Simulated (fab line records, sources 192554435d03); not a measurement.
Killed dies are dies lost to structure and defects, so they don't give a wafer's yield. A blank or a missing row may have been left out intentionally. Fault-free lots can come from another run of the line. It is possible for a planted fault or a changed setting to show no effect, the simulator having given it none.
Which tool did it? | flow n5Finfet | 11 lots, 33 wafers sampled, at 2 steps of a route of 1938

## WHAT EACH GAUGE READ, for each wafer
N5_BEOL_M5_CD_MEAS_11: target cd 27.74 nm.
lot  | measured     | on       | cdNm (nm)
L580 | day 8 19:47  | cdSem-02 | 27.74 28.13 28.02
L582 | day 9 06:22  | cdSem-02 | 27.91 27.92 28.05
L581 | day 9 09:26  | cdSem-03 | 27.94 27.85 27.84
L585 | day 9 13:22  | cdSem-02 | 27.77 27.94 28.32
L584 | day 9 13:37  | cdSem-01 | 28.16 27.78 28.03
L586 | day 10 13:16 | cdSem-02 | 28.09 27.66 27.78
L590 | day 12 22:26 | cdSem-03 | 28.15 28.06 28.07
L594 | day 14 01:25 | cdSem-01 | 27.91 28.33 28.15
L597 | day 15 01:19 | cdSem-02 | 28.06 28.36 28.05
L601 | day 15 18:43 | cdSem-01 | 28.12 28.11 28.46
L602 | day 16 02:07 | cdSem-01 | 27.53 27.74 27.98

## TOOL THAT RAN EACH LOT (tool first, then ch and the chambers of the sampled wafers, then the start)
lot  | N5_BEOL_M4_DEP_57
L580 | pecvd-02 ch 0,2, day 8 17:04
L582 | pecvd-01 ch 0,1,2, day 9 04:06
L581 | pecvd-01 ch 0,1,2, day 9 06:04
L585 | pecvd-03 ch 0,1,2, day 9 08:58
L584 | pecvd-03 ch 0,1,2, day 9 10:48
L586 | pecvd-03 ch 0,1, day 10 10:23
L590 | pecvd-01 ch 0,2, day 12 19:04
L594 | pecvd-03 ch 0,2, day 13 20:23
L597 | pecvd-03 ch 0,2, day 14 22:45
L601 | pecvd-02 ch 0,1,2, day 15 15:02
L602 | pecvd-01 ch 0,1,2, day 15 22:12
- N5_BEOL_M4_DEP_57: deposits SiCN from 3MS/NH3, target thk 8 nm, time 14 s.

## AS READ BY THE TOOLS THEMSELVES (means over the sampled wafers that have a number; for cases with no such wafer, the mark the record gives instead)
N5_BEOL_M4_DEP_57.
lot  | tool     | showerheadPlenumPTorr (Torr) | throttleValvePct (%)
L580 | pecvd-02 | 3.665                        | 8.9
L582 | pecvd-01 | 3.674                        | 9.4
L581 | pecvd-01 | 3.683                        | 9.2
L585 | pecvd-03 | 3.650                        | 8.9
L584 | pecvd-03 | 3.648                        | 8.9
L586 | pecvd-03 | 3.652                        | 9.0
L590 | pecvd-01 | 3.673                        | 8.5
L594 | pecvd-03 | 3.646                        | 8.9
L597 | pecvd-03 | 3.645                        | 9.0
L601 | pecvd-02 | 3.673                        | 9.4
L602 | pecvd-01 | 3.682                        | 9.2

## THE ANSWER, worked out from the rows above alone
Rule: what is usual is taken from the lots themselves. Put in order of their means at a reading, lots are off if they are a third of the lots or fewer, leave a main group of 4 or more, and stand apart from it by a gap of 3 or more times the standard deviation of the main group's means; of several such gaps the widest counts. A main group is skipped when, at the precision printed for the reading in the tables above, its means are all equal. Also off: a lot with no number at a reading for which 4 or more lots have one. Any other lot the step has rows for is counted as sound. After the gauges, taken in route order, come the tools' own readings; for these a lot's mean is taken, as printed above. The first step at which some lot is off is used, and at that step the reading that is off furthest; a lot without a number counts as furthest.
No lot is off on any of the readings shown, so nothing can be concluded from this.

## WHAT THE SIMULATOR HAD INSERTED
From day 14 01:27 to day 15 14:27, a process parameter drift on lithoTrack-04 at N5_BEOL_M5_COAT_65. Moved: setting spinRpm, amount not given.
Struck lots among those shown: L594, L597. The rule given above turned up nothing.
